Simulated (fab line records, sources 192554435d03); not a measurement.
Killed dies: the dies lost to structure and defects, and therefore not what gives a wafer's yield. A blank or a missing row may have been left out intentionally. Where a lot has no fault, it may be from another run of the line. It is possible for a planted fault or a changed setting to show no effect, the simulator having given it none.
Which of the tools did it? :: flow n5-finfet :: 11 lots, 33 wafers sampled, at 3 steps of a route of 1938

## WHAT EACH GAUGE READ, for each wafer
N5_BEOL_M5_OVL_MEAS_12. Usual: M5_OVL gives -0.6 nm (standard deviation 0.71).
lot: L533
measured: day 8 03:49
on: overlay-01
M5_OVL (nm): -0.6 -0.7 -1.5
flag: 

lot: L531
measured: day 8 12:02
on: overlay-01
M5_OVL (nm): -1.0 -1.4 -0.7
flag: 

lot: L532
measured: day 8 12:04
on: overlay-01
M5_OVL (nm): -1.7 -0.9 -0.7
flag: 

lot: L534
measured: day 9 08:11
on: overlay-02
M5_OVL (nm): -0.2 -1.0 -1.7
flag: 

lot: L540
measured: day 10 17:10
on: overlay-01
M5_OVL (nm): -0.6 -0.7 -0.6
flag: 

lot: L546
measured: day 11 16:42
on: overlay-02
M5_OVL (nm): 0.6 0.3 -0.9
flag: 

lot: L545
measured: day 11 16:56
on: overlay-02
M5_OVL (nm): -1.8 -1.5 -0.9
flag: 

lot: L548
measured: day 12 01:41
on: overlay-02
M5_OVL (nm): -1.9 -1.0 -0.9
flag: 

lot: L550
measured: day 12 23:16
on: overlay-01
M5_OVL (nm): -1.7 -1.7 -0.8
flag: 

lot: L552
measured: day 13 07:11
on: overlay-02
M5_OVL (nm): 0.0 -0.3 -0.3
flag: 

lot: L553
measured: day 13 14:07
on: overlay-01
M5_OVL (nm): -1.0 -1.1 -0.5
flag: 

## WHICH TOOL RAN EACH LOT (tool, then ch and the chambers of the sampled wafers, then the start)
lot: L533
N5_BEOL_M5_PECVD_70: pecvd-03 ch 1,2, day 8 02:38
N5_BEOL_M5_HM_DEP_02: pvd-sputter-03, day 8 03:16

lot: L531
N5_BEOL_M5_PECVD_70: pecvd-03 ch 0,1,2, day 8 10:49
N5_BEOL_M5_HM_DEP_02: pvd-sputter-01, day 8 11:29

lot: L532
N5_BEOL_M5_PECVD_70: pecvd-02 ch 0,1,2, day 8 11:08
N5_BEOL_M5_HM_DEP_02: pvd-sputter-01, day 8 11:35

lot: L534
N5_BEOL_M5_PECVD_70: pecvd-01 ch 1,2, day 9 06:44
N5_BEOL_M5_HM_DEP_02: pvd-sputter-03, day 9 07:38

lot: L540
N5_BEOL_M5_PECVD_70: pecvd-02 ch 1,2, day 10 16:25
N5_BEOL_M5_HM_DEP_02: pvd-sputter-01, day 10 16:37

lot: L546
N5_BEOL_M5_PECVD_70: pecvd-03 ch 0,1,2, day 11 14:51
N5_BEOL_M5_HM_DEP_02: pvd-sputter-02, day 11 16:08

lot: L545
N5_BEOL_M5_PECVD_70: pecvd-03 ch 0,1,2, day 11 15:37
N5_BEOL_M5_HM_DEP_02: pvd-sputter-03, day 11 16:23

lot: L548
N5_BEOL_M5_PECVD_70: pecvd-03 ch 0,1,2, day 11 22:14
N5_BEOL_M5_HM_DEP_02: pvd-sputter-03, day 12 01:16

lot: L550
N5_BEOL_M5_PECVD_70: pecvd-02 ch 0,1,2, day 12 22:05
N5_BEOL_M5_HM_DEP_02: pvd-sputter-03, day 12 22:50

lot: L552
N5_BEOL_M5_PECVD_70: pecvd-03 ch 0,2, day 13 05:05
N5_BEOL_M5_HM_DEP_02: pvd-sputter-02, day 13 06:46

lot: L553
N5_BEOL_M5_PECVD_70: pecvd-03 ch 0,1,2, day 13 12:08
N5_BEOL_M5_HM_DEP_02: pvd-sputter-01, day 13 13:34
- N5_BEOL_M5_PECVD_70: deposits SiO2 from TEOS/O2, target thk 16 nm, time 18 s.
- N5_BEOL_M5_HM_DEP_02: deposits TiN, target thk 20 nm.

## WHAT THE TOOLS THEMSELVES READ (means of the sampled wafers that have a number; where no wafer has one, the mark that the record gives instead)
N5_BEOL_M5_PECVD_70. Usual: chamber-pressure-Torr 5.498 Torr, standard deviation 0.012; heater-power-w 675 W, standard deviation 100; showerhead-plenum-p-Torr 8.78 Torr, standard deviation 0.065; throttle-valve-pct 22.6 %, standard deviation 0.77.
lot: L533
tool: pecvd-03
chamber-pressure-Torr (Torr): 5.498
heater-power-w (W): 648
showerhead-plenum-p-Torr (Torr): 8.78
throttle-valve-pct (%): 22.7
flag: 

lot: L531
tool: pecvd-03
chamber-pressure-Torr (Torr): 5.497
heater-power-w (W): 666
showerhead-plenum-p-Torr (Torr): 8.79
throttle-valve-pct (%): 22.4
flag: 

lot: L532
tool: pecvd-02
chamber-pressure-Torr (Torr): 5.502
heater-power-w (W): 674
showerhead-plenum-p-Torr (Torr): 8.78
throttle-valve-pct (%): 22.9
flag: 

lot: L534
tool: pecvd-01
chamber-pressure-Torr (Torr): 5.491
heater-power-w (W): 812
showerhead-plenum-p-Torr (Torr): 8.78
throttle-valve-pct (%): 22.5
flag: 

lot: L540
tool: pecvd-02
chamber-pressure-Torr (Torr): 5.500
heater-power-w (W): 738
showerhead-plenum-p-Torr (Torr): 8.76
throttle-valve-pct (%): 22.5
flag: 

lot: L546
tool: pecvd-03
chamber-pressure-Torr (Torr): 5.493
heater-power-w (W): 632
showerhead-plenum-p-Torr (Torr): 8.77
throttle-valve-pct (%): 22.0
flag: 

lot: L545
tool: pecvd-03
chamber-pressure-Torr (Torr): 5.505
heater-power-w (W): 657
showerhead-plenum-p-Torr (Torr): 8.78
throttle-valve-pct (%): 22.0
flag: 

lot: L548
tool: pecvd-03
chamber-pressure-Torr (Torr): 5.507
heater-power-w (W): 638
showerhead-plenum-p-Torr (Torr): 8.78
throttle-valve-pct (%): 21.9
flag: 

lot: L550
tool: pecvd-02
chamber-pressure-Torr (Torr): 5.514
heater-power-w (W): 659
showerhead-plenum-p-Torr (Torr): 8.76
throttle-valve-pct (%): 22.9
flag: 

lot: L552
tool: pecvd-03
chamber-pressure-Torr (Torr): 5.498
heater-power-w (W): 722
showerhead-plenum-p-Torr (Torr): 8.77
throttle-valve-pct (%): 21.6
flag: 

lot: L553
tool: pecvd-03
chamber-pressure-Torr (Torr): 5.492
heater-power-w (W): 607
showerhead-plenum-p-Torr (Torr): 8.77
throttle-valve-pct (%): 22.1
flag: 

N5_BEOL_M5_HM_DEP_02. Usual: throttle-valve-pct reads 30.4 % (standard deviation 1.3).
lot: L533
tool: pvd-sputter-03
throttle-valve-pct (%): 29.9
flag: 

lot: L531
tool: pvd-sputter-01
throttle-valve-pct (%): 30.6
flag: 

lot: L532
tool: pvd-sputter-01
throttle-valve-pct (%): 29.8
flag: 

lot: L534
tool: pvd-sputter-03
throttle-valve-pct (%): 31.1
flag: 

lot: L540
tool: pvd-sputter-01
throttle-valve-pct (%): 29.7
flag: 

lot: L546
tool: pvd-sputter-02
throttle-valve-pct (%): 31.9
flag: 

lot: L545
tool: pvd-sputter-03
throttle-valve-pct (%): 29.9
flag: 

lot: L548
tool: pvd-sputter-03
throttle-valve-pct (%): 30.9
flag: 

lot: L550
tool: pvd-sputter-03
throttle-valve-pct (%): 30.0
flag: 

lot: L552
tool: pvd-sputter-02
throttle-valve-pct (%): 31.2
flag: 

lot: L553
tool: pvd-sputter-01
throttle-valve-pct (%): 29.6
flag: 

## THE ANSWER, worked out from the rows above alone
Rule: take the mean of a lot's wafers that have a number; if it is more than 3 standard deviations from the usual mean, the lot is off. Also off: a lot with no number at a reading for which 4 or more lots have one. The other lots that the step has rows for count as sound. After the gauges, taken in route order, come the tools' own readings; for these a lot's mean is taken, as printed above. The first step at which some lot is off is used, and at that step the reading that is off furthest; a lot without a number counts as furthest.
No lot is off at any reading shown: from this, nothing can be told.

## WHAT THE SIMULATOR PUT IN
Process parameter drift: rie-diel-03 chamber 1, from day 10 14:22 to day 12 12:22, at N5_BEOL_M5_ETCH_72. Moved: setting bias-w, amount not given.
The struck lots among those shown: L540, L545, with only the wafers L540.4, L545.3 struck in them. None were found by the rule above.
